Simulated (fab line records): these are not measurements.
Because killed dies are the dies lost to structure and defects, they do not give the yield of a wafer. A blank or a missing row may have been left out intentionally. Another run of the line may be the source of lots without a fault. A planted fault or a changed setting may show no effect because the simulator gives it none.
The tool behind it: which one? :: flow nandHarc :: 24 lots, 72 wafers sampled, at 6 steps of a route of 1302

== WHAT EACH GAUGE READ, for each wafer ==
No reading from a measuring or inspecting step in the record can be judged against a usual standard deviation.

== WHAT TOOL EACH LOT RAN ON (gives the tool, then ch and the chambers of the sampled wafers, and finally the start) ==
lot: L074
NHARC_A_CONTACT_ETCH_130: harCapEtch-03 ch 0,1, day 22 00:52
NHARC_A_CONTACT_ETCH_132: harCapEtch-03 ch 0,1, day 22 01:13
NHARC_A_CONTACT_ETCH_133: harCapEtch-03 ch 0,1, day 22 01:26
NHARC_A_CONTACT_ETCH_91: rieDiel-11 ch 1,2,3, day 22 02:11
NHARC_A_CONTACT_ETCH_139: harCapEtch-03 ch 0,1, day 22 10:31
NHARC_A_CONTACT_ALD_18: aldMetal-04 ch 0,2, day 22 12:14

lot: L075
NHARC_A_CONTACT_ETCH_130: harCapEtch-02 ch 0,1, day 22 01:30
NHARC_A_CONTACT_ETCH_132: harCapEtch-02 ch 0,1, day 22 01:58
NHARC_A_CONTACT_ETCH_133: harCapEtch-02 ch 0,1, day 22 02:16
NHARC_A_CONTACT_ETCH_91: rieDiel-11 ch 0,1,3, day 22 03:05
NHARC_A_CONTACT_ETCH_139: harCapEtch-02 ch 0,1, day 22 10:44
NHARC_A_CONTACT_ALD_18: aldMetal-01 ch 1,2,3, day 22 12:59

lot: L076
NHARC_A_CONTACT_ETCH_130: harCapEtch-01 ch 0,1, day 22 18:01
NHARC_A_CONTACT_ETCH_132: harCapEtch-01 ch 0,1, day 22 18:29
NHARC_A_CONTACT_ETCH_133: harCapEtch-01 ch 0,1, day 22 18:44
NHARC_A_CONTACT_ETCH_91: rieDiel-11 ch 1,2,3, day 22 19:40
NHARC_A_CONTACT_ETCH_139: harCapEtch-02 ch 0,1, day 23 02:02
NHARC_A_CONTACT_ALD_18: aldMetal-04 ch 0,1,3, day 23 03:47

lot: L077
NHARC_A_CONTACT_ETCH_130: harCapEtch-03 ch 0,1, day 23 11:38
NHARC_A_CONTACT_ETCH_132: harCapEtch-03 ch 0,1, day 23 11:59
NHARC_A_CONTACT_ETCH_133: harCapEtch-03 ch 0,1, day 23 12:10
NHARC_A_CONTACT_ETCH_91: rieDiel-08 ch 1,2,3, day 23 12:58
NHARC_A_CONTACT_ETCH_139: harCapEtch-02 ch 0,1, day 23 20:34
NHARC_A_CONTACT_ALD_18: aldMetal-01 ch 0,2, day 23 22:18

lot: L078
NHARC_A_CONTACT_ETCH_130: harCapEtch-01 ch 0,1, day 23 19:01
NHARC_A_CONTACT_ETCH_132: harCapEtch-01 ch 0,1, day 23 19:22
NHARC_A_CONTACT_ETCH_133: harCapEtch-01 ch 0,1, day 23 19:37
NHARC_A_CONTACT_ETCH_91: rieDiel-03 ch 1,3, day 23 20:16
NHARC_A_CONTACT_ETCH_139: harCapEtch-02 ch 0,1, day 24 02:34
NHARC_A_CONTACT_ALD_18: aldMetal-04 ch 0,2, day 24 04:11

lot: L080
NHARC_A_CONTACT_ETCH_130: harCapEtch-01 ch 0,1, day 24 01:23
NHARC_A_CONTACT_ETCH_132: harCapEtch-01 ch 0,1, day 24 01:44
NHARC_A_CONTACT_ETCH_133: harCapEtch-01 ch 0,1, day 24 01:58
NHARC_A_CONTACT_ETCH_91: rieDiel-11 ch 0,2, day 24 02:41
NHARC_A_CONTACT_ETCH_139: harCapEtch-01 ch 1, day 24 08:52
NHARC_A_CONTACT_ALD_18: aldMetal-04 ch 0,2,3, day 24 10:38

lot: L079
NHARC_A_CONTACT_ETCH_130: harCapEtch-03 ch 0,1, day 24 06:35
NHARC_A_CONTACT_ETCH_132: harCapEtch-03 ch 0,1, day 24 07:04
NHARC_A_CONTACT_ETCH_133: harCapEtch-03 ch 0,1, day 24 07:18
NHARC_A_CONTACT_ETCH_91: rieDiel-11 ch 0,1,2, day 24 08:13
NHARC_A_CONTACT_ETCH_139: harCapEtch-02 ch 0,1, day 24 18:09
NHARC_A_CONTACT_ALD_18: aldMetal-01 ch 0,1,2, day 24 19:53

lot: L081
NHARC_A_CONTACT_ETCH_130: harCapEtch-03 ch 0,1, day 25 09:58
NHARC_A_CONTACT_ETCH_132: harCapEtch-03 ch 0,1, day 25 10:20
NHARC_A_CONTACT_ETCH_133: harCapEtch-03 ch 0,1, day 25 10:35
NHARC_A_CONTACT_ETCH_91: rieDiel-03 ch 0,1, day 25 11:14
NHARC_A_CONTACT_ETCH_139: harCapEtch-03 ch 0,1, day 25 19:29
NHARC_A_CONTACT_ALD_18: aldMetal-01 ch 0,1,2, day 25 21:09

lot: L083
NHARC_A_CONTACT_ETCH_130: harCapEtch-01 ch 0,1, day 25 10:48
NHARC_A_CONTACT_ETCH_132: harCapEtch-01 ch 0,1, day 25 11:09
NHARC_A_CONTACT_ETCH_133: harCapEtch-01 ch 0,1, day 25 11:20
NHARC_A_CONTACT_ETCH_91: rieDiel-03 ch 1,2,3, day 25 12:07
NHARC_A_CONTACT_ETCH_139: harCapEtch-01 ch 0,1, day 25 19:44
NHARC_A_CONTACT_ALD_18: aldMetal-03 ch 0,1,3, day 25 21:28

lot: L082
NHARC_A_CONTACT_ETCH_130: harCapEtch-02 ch 0,1, day 25 13:57
NHARC_A_CONTACT_ETCH_132: harCapEtch-02 ch 0,1, day 25 14:18
NHARC_A_CONTACT_ETCH_133: harCapEtch-02 ch 0,1, day 25 14:34
NHARC_A_CONTACT_ETCH_91: rieDiel-11 ch 0,1,2, day 25 15:13
NHARC_A_CONTACT_ETCH_139: harCapEtch-02 ch 0,1, day 25 21:25
NHARC_A_CONTACT_ALD_18: aldMetal-04 ch 2,3, day 25 23:03

lot: L085
NHARC_A_CONTACT_ETCH_130: harCapEtch-03 ch 0, day 26 15:59
NHARC_A_CONTACT_ETCH_132: harCapEtch-03 ch 0, day 26 16:21
NHARC_A_CONTACT_ETCH_133: harCapEtch-03 ch 0, day 26 16:34
NHARC_A_CONTACT_ETCH_91: rieDiel-03 ch 1,2,3, day 26 17:17
NHARC_A_CONTACT_ETCH_139: harCapEtch-02 ch 0,1, day 27 06:55
NHARC_A_CONTACT_ALD_18: aldMetal-04 ch 0,3, day 27 08:35

lot: L084
NHARC_A_CONTACT_ETCH_130: harCapEtch-01 ch 0,1, day 26 16:40
NHARC_A_CONTACT_ETCH_132: harCapEtch-01 ch 0,1, day 26 17:01
NHARC_A_CONTACT_ETCH_133: harCapEtch-01 ch 0,1, day 26 17:14
NHARC_A_CONTACT_ETCH_91: rieDiel-03 ch 2,3, day 26 18:02
NHARC_A_CONTACT_ETCH_139: harCapEtch-01 ch 0,1, day 27 06:47
NHARC_A_CONTACT_ALD_18: aldMetal-03 ch 1,3, day 27 08:40

lot: L086
NHARC_A_CONTACT_ETCH_130: harCapEtch-03 ch 0,1, day 27 04:31
NHARC_A_CONTACT_ETCH_132: harCapEtch-03 ch 0,1, day 27 04:52
NHARC_A_CONTACT_ETCH_133: harCapEtch-03 ch 0,1, day 27 05:08
NHARC_A_CONTACT_ETCH_91: rieDiel-08 ch 0,1,3, day 27 05:47
NHARC_A_CONTACT_ETCH_139: harCapEtch-02 ch 0,1, day 27 14:34
NHARC_A_CONTACT_ALD_18: aldMetal-04 ch 1,3, day 27 16:12

lot: L087
NHARC_A_CONTACT_ETCH_130: harCapEtch-02 ch 0,1, day 27 11:46
NHARC_A_CONTACT_ETCH_132: harCapEtch-02 ch 0,1, day 27 12:07
NHARC_A_CONTACT_ETCH_133: harCapEtch-02 ch 0,1, day 27 12:23
NHARC_A_CONTACT_ETCH_91: rieDiel-11 ch 1,3, day 27 13:02
NHARC_A_CONTACT_ETCH_139: harCapEtch-03 ch 0,1, day 27 19:23
NHARC_A_CONTACT_ALD_18: aldMetal-01 ch 1,2, day 27 22:08

lot: L088
NHARC_A_CONTACT_ETCH_130: harCapEtch-01 ch 0,1, day 27 21:10
NHARC_A_CONTACT_ETCH_132: harCapEtch-01 ch 0,1, day 27 21:31
NHARC_A_CONTACT_ETCH_133: harCapEtch-01 ch 0,1, day 27 21:44
NHARC_A_CONTACT_ETCH_91: rieDiel-03 ch 0,2, day 27 22:26
NHARC_A_CONTACT_ETCH_139: harCapEtch-03 ch 0,1, day 28 05:07
NHARC_A_CONTACT_ALD_18: aldMetal-03 ch 1,2,3, day 28 06:51

lot: L089
NHARC_A_CONTACT_ETCH_130: harCapEtch-02 ch 0,1, day 27 22:59
NHARC_A_CONTACT_ETCH_132: harCapEtch-02 ch 0,1, day 27 23:20
NHARC_A_CONTACT_ETCH_133: harCapEtch-02 ch 0,1, day 27 23:39
NHARC_A_CONTACT_ETCH_91: rieDiel-11 ch 0,1, day 28 00:13
NHARC_A_CONTACT_ETCH_139: harCapEtch-01 ch 0,1, day 28 06:28
NHARC_A_CONTACT_ALD_18: aldMetal-01 ch 0,3, day 28 08:07

lot: L091
NHARC_A_CONTACT_ETCH_130: harCapEtch-01 ch 0,1, day 28 23:06
NHARC_A_CONTACT_ETCH_132: harCapEtch-01 ch 0,1, day 28 23:27
NHARC_A_CONTACT_ETCH_133: harCapEtch-01 ch 0,1, day 28 23:40
NHARC_A_CONTACT_ETCH_91: rieDiel-03 ch 2,3, day 29 00:24
NHARC_A_CONTACT_ETCH_139: harCapEtch-03 ch 0,1, day 29 08:40
NHARC_A_CONTACT_ALD_18: aldMetal-03 ch 0,1,2, day 29 10:23

lot: L090
NHARC_A_CONTACT_ETCH_130: harCapEtch-02 ch 0,1, day 29 04:47
NHARC_A_CONTACT_ETCH_132: harCapEtch-02 ch 0,1, day 29 05:08
NHARC_A_CONTACT_ETCH_133: harCapEtch-02 ch 0,1, day 29 05:21
NHARC_A_CONTACT_ETCH_91: rieDiel-08 ch 0,1,3, day 29 06:05
NHARC_A_CONTACT_ETCH_139: harCapEtch-02 ch 0,1, day 29 15:32
NHARC_A_CONTACT_ALD_18: aldMetal-01 ch 0,1, day 29 17:16

lot: L092
NHARC_A_CONTACT_ETCH_130: harCapEtch-02 ch 1, day 30 00:14
NHARC_A_CONTACT_ETCH_132: harCapEtch-02 ch 1, day 30 00:36
NHARC_A_CONTACT_ETCH_133: harCapEtch-02 ch 1, day 30 00:49
NHARC_A_CONTACT_ETCH_91: rieDiel-11 ch 1,3, day 30 01:32
NHARC_A_CONTACT_ETCH_139: harCapEtch-01 ch 0,1, day 30 11:14
NHARC_A_CONTACT_ALD_18: aldMetal-03 ch 2,3, day 30 12:56

lot: L093
NHARC_A_CONTACT_ETCH_130: harCapEtch-01 ch 0,1, day 30 06:29
NHARC_A_CONTACT_ETCH_132: harCapEtch-01 ch 0,1, day 30 06:50
NHARC_A_CONTACT_ETCH_133: harCapEtch-01 ch 0,1, day 30 07:01
NHARC_A_CONTACT_ETCH_91: rieDiel-03 ch 0,2,3, day 30 07:51
NHARC_A_CONTACT_ETCH_139: harCapEtch-01 ch 0,1, day 30 15:01
NHARC_A_CONTACT_ALD_18: aldMetal-04 ch 0,1, day 30 16:43

lot: L096
NHARC_A_CONTACT_ETCH_130: harCapEtch-01 ch 0,1, day 30 21:44
NHARC_A_CONTACT_ETCH_132: harCapEtch-01 ch 0,1, day 30 22:05
NHARC_A_CONTACT_ETCH_133: harCapEtch-01 ch 0,1, day 30 22:16
NHARC_A_CONTACT_ETCH_91: rieDiel-11 ch 0,1,2, day 30 23:03
NHARC_A_CONTACT_ETCH_139: harCapEtch-01 ch 0,1, day 31 05:20
NHARC_A_CONTACT_ALD_18: aldMetal-03 ch 0,1,2, day 31 07:11

lot: L095
NHARC_A_CONTACT_ETCH_130: harCapEtch-03 ch 0,1, day 30 22:45
NHARC_A_CONTACT_ETCH_132: harCapEtch-03 ch 0,1, day 30 23:06
NHARC_A_CONTACT_ETCH_133: harCapEtch-03 ch 0,1, day 30 23:24
NHARC_A_CONTACT_ETCH_91: rieDiel-11 ch 0,2,3, day 31 00:01
NHARC_A_CONTACT_ETCH_139: harCapEtch-02 ch 0,1, day 31 07:12
NHARC_A_CONTACT_ALD_18: aldMetal-01 ch 1,2,3, day 31 08:53

lot: L097
NHARC_A_CONTACT_ETCH_130: harCapEtch-02 ch 0, day 31 01:35
NHARC_A_CONTACT_ETCH_132: harCapEtch-02 ch 0, day 31 01:56
NHARC_A_CONTACT_ETCH_133: harCapEtch-02 ch 0, day 31 02:07
NHARC_A_CONTACT_ETCH_91: rieDiel-11 ch 0,1,2, day 31 02:55
NHARC_A_CONTACT_ETCH_139: harCapEtch-01 ch 0,1, day 31 11:49
NHARC_A_CONTACT_ALD_18: aldMetal-04 ch 0,1,2, day 31 13:56

lot: L094
NHARC_A_CONTACT_ETCH_130: harCapEtch-03 ch 0,1, day 31 06:37
NHARC_A_CONTACT_ETCH_132: harCapEtch-03 ch 0,1, day 31 06:58
NHARC_A_CONTACT_ETCH_133: harCapEtch-03 ch 0,1, day 31 07:08
NHARC_A_CONTACT_ETCH_91: rieDiel-11 ch 0,1, day 31 07:58
NHARC_A_CONTACT_ETCH_139: harCapEtch-03 ch 0, day 31 14:25
NHARC_A_CONTACT_ALD_18: aldMetal-03 ch 1,2,3, day 31 16:07
- NHARC_A_CONTACT_ETCH_130: etches the open film in C4F8/O2/Ar, time 197 s, target depth 1918 nm.
- NHARC_A_CONTACT_ETCH_132: etches the open film in C4F8/O2/Ar, time 197 s, target depth 1924 nm.
- NHARC_A_CONTACT_ETCH_133: etches the open film in C4F8/O2/Ar, time 374 s, target depth 1610 nm.
- NHARC_A_CONTACT_ETCH_91: etches the open film in CH3F/O2, target depth 40 nm, time 85.7 s.
- NHARC_A_CONTACT_ETCH_139: etches the open film in C4F8/O2/Ar, time 195 s, target depth 840 nm.
- NHARC_A_CONTACT_ALD_18: deposits TiN, target thk 3 nm, pulse time 1 s, ald cycles 150.

== AS READ BY THE TOOLS THEMSELVES (means over the sampled wafers that have a number; for cases with no such wafer, the mark the record gives instead) ==
NHARC_A_CONTACT_ETCH_91. Usual: drypumpMotorCurrentA 5.8 A, standard deviation 0.49; oesProductAu 0.94 a.u., standard deviation 0.031; rfVppV 244.3 V, standard deviation 1.6; showerheadPlenumPTorr 2.46 Torr, standard deviation 0.096; throttleValvePct 20.663 %, standard deviation 0.0094.
lot: L074
tool: rieDiel-11
drypumpMotorCurrentA (A): 5.8
oesProductAu (a.u.): 0.93
rfVppV (V): 243.9
showerheadPlenumPTorr (Torr): 2.44
throttleValvePct (%): 20.664
flag: 

lot: L075
tool: rieDiel-11
drypumpMotorCurrentA (A): 5.7
oesProductAu (a.u.): 0.93
rfVppV (V): 244.5
showerheadPlenumPTorr (Torr): 2.45
throttleValvePct (%): 20.659
flag: 

lot: L076
tool: rieDiel-11
drypumpMotorCurrentA (A): 5.8
oesProductAu (a.u.): 0.93
rfVppV (V): 243.5
showerheadPlenumPTorr (Torr): 2.43
throttleValvePct (%): 20.663
flag: 

lot: L077
tool: rieDiel-08
drypumpMotorCurrentA (A): 6.0
oesProductAu (a.u.): 0.92
rfVppV (V): 245.2
showerheadPlenumPTorr (Torr): 2.48
throttleValvePct (%): 20.663
flag: 

lot: L078
tool: rieDiel-03
drypumpMotorCurrentA (A): 6.0
oesProductAu (a.u.): 1.00
rfVppV (V): 245.7
showerheadPlenumPTorr (Torr): 2.58
throttleValvePct (%): 20.661
flag: 

lot: L080
tool: rieDiel-11
drypumpMotorCurrentA (A): 5.3
oesProductAu (a.u.): 0.94
rfVppV (V): 246.0
showerheadPlenumPTorr (Torr): 2.53
throttleValvePct (%): 20.662
flag: 

lot: L079
tool: rieDiel-11
drypumpMotorCurrentA (A): 5.4
oesProductAu (a.u.): 0.92
rfVppV (V): 244.6
showerheadPlenumPTorr (Torr): 2.51
throttleValvePct (%): 20.652
flag: 

lot: L081
tool: rieDiel-03
drypumpMotorCurrentA (A): 5.7
oesProductAu (a.u.): 1.00
rfVppV (V): 244.2
showerheadPlenumPTorr (Torr): 2.42
throttleValvePct (%): 20.668
flag: 

lot: L083
tool: rieDiel-03
drypumpMotorCurrentA (A): 6.1
oesProductAu (a.u.): 0.93
rfVppV (V): 244.2
showerheadPlenumPTorr (Torr): 2.48
throttleValvePct (%): 20.669
flag: 

lot: L082
tool: rieDiel-11
drypumpMotorCurrentA (A): 5.4
oesProductAu (a.u.): 0.93
rfVppV (V): 245.8
showerheadPlenumPTorr (Torr): 2.51
throttleValvePct (%): 20.660
flag: 

lot: L085
tool: rieDiel-03
drypumpMotorCurrentA (A): 6.1
oesProductAu (a.u.): 0.92
rfVppV (V): 244.1
showerheadPlenumPTorr (Torr): 2.48
throttleValvePct (%): 20.664
flag: 

lot: L084
tool: rieDiel-03
drypumpMotorCurrentA (A): 6.3
oesProductAu (a.u.): 0.93
rfVppV (V): 243.5
showerheadPlenumPTorr (Torr): 2.42
throttleValvePct (%): 20.665
flag: 

lot: L086
tool: rieDiel-08
drypumpMotorCurrentA (A): 6.0
oesProductAu (a.u.): 0.93
rfVppV (V): 245.1
showerheadPlenumPTorr (Torr): 2.44
throttleValvePct (%): 20.664
flag: 

lot: L087
tool: rieDiel-11
drypumpMotorCurrentA (A): 6.2
oesProductAu (a.u.): 0.92
rfVppV (V): 243.3
showerheadPlenumPTorr (Torr): 2.37
throttleValvePct (%): 20.663
flag: 

lot: L088
tool: rieDiel-03
drypumpMotorCurrentA (A): 6.2
oesProductAu (a.u.): 1.01
rfVppV (V): 242.3
showerheadPlenumPTorr (Torr): 2.34
throttleValvePct (%): 20.667
flag: 

lot: L089
tool: rieDiel-11
drypumpMotorCurrentA (A): 5.3
oesProductAu (a.u.): 0.92
rfVppV (V): 245.7
showerheadPlenumPTorr (Torr): 2.52
throttleValvePct (%): 20.663
flag: 

lot: L091
tool: rieDiel-03
drypumpMotorCurrentA (A): 6.3
oesProductAu (a.u.): 0.93
rfVppV (V): 244.8
showerheadPlenumPTorr (Torr): 2.50
throttleValvePct (%): 20.669
flag: 

lot: L090
tool: rieDiel-08
drypumpMotorCurrentA (A): 6.1
oesProductAu (a.u.): 0.92
rfVppV (V): 243.6
showerheadPlenumPTorr (Torr): 2.43
throttleValvePct (%): 20.664
flag: 

lot: L092
tool: rieDiel-11
drypumpMotorCurrentA (A): 6.2
oesProductAu (a.u.): 0.92
rfVppV (V): 243.5
showerheadPlenumPTorr (Torr): 2.36
throttleValvePct (%): 20.662
flag: 

lot: L093
tool: rieDiel-03
drypumpMotorCurrentA (A): 6.1
oesProductAu (a.u.): 1.01
rfVppV (V): 243.1
showerheadPlenumPTorr (Torr): 2.42
throttleValvePct (%): 20.665
flag: 

lot: L096
tool: rieDiel-11
drypumpMotorCurrentA (A): 5.4
oesProductAu (a.u.): 0.92
rfVppV (V): 244.5
showerheadPlenumPTorr (Torr): 2.50
throttleValvePct (%): 20.658
flag: 

lot: L095
tool: rieDiel-11
drypumpMotorCurrentA (A): 5.7
oesProductAu (a.u.): 0.93
rfVppV (V): 244.5
showerheadPlenumPTorr (Torr): 2.44
throttleValvePct (%): 20.665
flag: 

lot: L097
tool: rieDiel-11
drypumpMotorCurrentA (A): 5.4
oesProductAu (a.u.): 0.92
rfVppV (V): 244.9
showerheadPlenumPTorr (Torr): 2.50
throttleValvePct (%): 20.672
flag: 

lot: L094
tool: rieDiel-11
drypumpMotorCurrentA (A): 5.4
oesProductAu (a.u.): 0.92
rfVppV (V): 245.0
showerheadPlenumPTorr (Torr): 2.49
throttleValvePct (%): 20.659
flag: 

NHARC_A_CONTACT_ALD_18. Usual: heaterPowerW 1159 W, standard deviation 100; precursorPulseHeightRel 0.997, standard deviation 0.019.
lot: L074
tool: aldMetal-04
heaterPowerW (W): 1152
precursorPulseHeightRel: 0.987
flag: 

lot: L075
tool: aldMetal-01
heaterPowerW (W): 1181
precursorPulseHeightRel: 0.982
flag: 

lot: L076
tool: aldMetal-04
heaterPowerW (W): 1092
precursorPulseHeightRel: 1.020
flag: 

lot: L077
tool: aldMetal-01
heaterPowerW (W): 1303
precursorPulseHeightRel: 0.982
flag: 

lot: L078
tool: aldMetal-04
heaterPowerW (W): 1149
precursorPulseHeightRel: 0.984
flag: 

lot: L080
tool: aldMetal-04
heaterPowerW (W): 1126
precursorPulseHeightRel: 0.995
flag: 

lot: L079
tool: aldMetal-01
heaterPowerW (W): 1209
precursorPulseHeightRel: 1.005
flag: 

lot: L081
tool: aldMetal-01
heaterPowerW (W): 1211
precursorPulseHeightRel: 1.006
flag: 

lot: L083
tool: aldMetal-03
heaterPowerW (W): 1119
precursorPulseHeightRel: 0.986
flag: 

lot: L082
tool: aldMetal-04
heaterPowerW (W): 1202
precursorPulseHeightRel: 0.997
flag: 

lot: L085
tool: aldMetal-04
heaterPowerW (W): 1036
precursorPulseHeightRel: 0.994
flag: 

lot: L084
tool: aldMetal-03
heaterPowerW (W): 1108
precursorPulseHeightRel: 0.987
flag: 

lot: L086
tool: aldMetal-04
heaterPowerW (W): 1130
precursorPulseHeightRel: 0.993
flag: 

lot: L087
tool: aldMetal-01
heaterPowerW (W): 1131
precursorPulseHeightRel: 0.985
flag: 

lot: L088
tool: aldMetal-03
heaterPowerW (W): 1100
precursorPulseHeightRel: 0.998
flag: 

lot: L089
tool: aldMetal-01
heaterPowerW (W): 1309
precursorPulseHeightRel: 0.984
flag: 

lot: L091
tool: aldMetal-03
heaterPowerW (W): 1097
precursorPulseHeightRel: 1.020
flag: 

lot: L090
tool: aldMetal-01
heaterPowerW (W): 1129
precursorPulseHeightRel: 0.987
flag: 

lot: L092
tool: aldMetal-03
heaterPowerW (W): 1089
precursorPulseHeightRel: 0.982
flag: 

lot: L093
tool: aldMetal-04
heaterPowerW (W): 1156
precursorPulseHeightRel: 1.011
flag: 

lot: L096
tool: aldMetal-03
heaterPowerW (W): 1118
precursorPulseHeightRel: 1.006
flag: 

lot: L095
tool: aldMetal-01
heaterPowerW (W): 1196
precursorPulseHeightRel: 1.004
flag: 

lot: L097
tool: aldMetal-04
heaterPowerW (W): 1164
precursorPulseHeightRel: 1.009
flag: 

lot: L094
tool: aldMetal-03
heaterPowerW (W): 1080
precursorPulseHeightRel: 0.998
flag: 

== THE ANSWER, worked out from the rows above alone ==
Rule: a lot counts as off when the mean over its wafers that have a number is more than 3 standard deviations away from the usual mean. Also off: a lot with no number at a reading for which 4 or more lots have one. The other lots that the step has rows for count as sound. Order of review: gauges by route order, followed by the tools' own readings, for which a lot's mean as printed above is used. At the first step where some lot is off, the reading lying furthest off is the one used; lots without a number count as furthest.
Across all readings shown, no lot is off: no conclusion can be drawn from this.

== WHAT WAS PUT IN BY THE SIMULATOR ==
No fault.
